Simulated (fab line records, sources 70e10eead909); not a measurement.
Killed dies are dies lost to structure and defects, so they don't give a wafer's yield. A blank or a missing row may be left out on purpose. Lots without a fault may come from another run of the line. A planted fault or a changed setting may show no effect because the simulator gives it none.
Chamber matching | flow nand_harc | NHARC_A_STAIRCASE_DESCUM_291 on rie_diel-12: 4 sister chambers
The step chemistry O2, time 3 s. 14 wafers are shown with their chamber, then 7 later ones without.

WAFERS WITH THEIR CHAMBER
wafer  | chamber | showerhead_plenum_p_Torr (Torr) | rf_vpp_V (V) | oes_product_au (a.u.)
L872.2 | 1       | 1.89                            | 57.7         | 1.016
L872.3 | 3       | 1.98                            | 58.3         | 1.003
L872.5 | 1       | 1.89                            | 57.5         | 1.010
L875.1 | 3       | 1.97                            | 59.2         | 1.009
L875.2 | 2       | 1.76                            | 57.2         | 1.017
L875.4 | 0       | 1.79                            | 55.8         | 0.986
L884.2 | 3       | 1.96                            | 57.7         | 0.988
L884.3 | 1       | 1.88                            | 56.2         | 1.010
L884.5 | 2       | 2.07                            | 58.1         | 1.012
L889.3 | 0       | 1.78                            | 57.2         | 1.007
L889.4 | 1       | 1.87                            | 57.3         | 0.998
L889.5 | 0       | 1.78                            | 57.4         | 1.009
L890.2 | 0       | 1.77                            | 57.6         | 1.000
L890.3 | 3       | 1.95                            | 60.2         | 0.986

SIGNATURES (means of the wafers above)
reading                  | chamber 0 | chamber 1 | chamber 2 | chamber 3 | scatter within a chamber
showerhead_plenum_p_Torr | 1.7800    | 1.8825    | 1.9150    | 1.9650    | 0.07
rf_vpp_V                 | 57.000    | 57.175    | 57.650    | 58.850    | 0.856
oes_product_au           | 1.00050   | 1.00850   | 1.01450   | 0.99650   | 0.00943
Rule: a wafer's distance from a chamber is the root of the sum, over the readings, of the square of ((its reading less the chamber's mean) divided by the reading's scatter). The wafer belongs to the nearest chamber; if the next one is less than 2 further off, it can't be placed. The scatter: the root of (the sum of the squares of (reading less its chamber's mean) over the shown wafers, divided by (wafers less chambers)).

WAFERS WITHOUT THEIR CHAMBER
wafer  | showerhead_plenum_p_Torr (Torr) | rf_vpp_V (V) | oes_product_au (a.u.)
L890.4 | 2.06                            | 58.4         | 0.995
L891.4 | 1.77                            | 56.1         | 0.997
L891.5 | 1.87                            | 58.1         | 1.009
L891.6 | 2.06                            | 58.4         | 0.999
L893.3 | 1.87                            | 57.8         | 1.010
L893.4 | 1.95                            | 57.6         | 0.987
L893.5 | 2.06                            | 59.8         | 0.992

WHICH CHAMBER EACH WENT THROUGH
wafer  | from the rows above               | in truth
L890.4 | can't be placed: 3 or 2 or 1      | 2
L891.4 | can't be placed: 0 or 1           | 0
L891.5 | can't be placed: 2 or 1 or 0 or 3 | 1
L891.6 | can't be placed: 3 or 2 or 1      | 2
L893.3 | can't be placed: 1 or 2 or 0 or 3 | 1
L893.4 | can't be placed: 3 or 1 or 0 or 2 | 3
L893.5 | 3                                 | 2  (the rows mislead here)
Placed correctly: 0 of 7. Can't be placed from these rows: 6 (the true chamber is among the candidates in 6). Placed wrongly: 1.
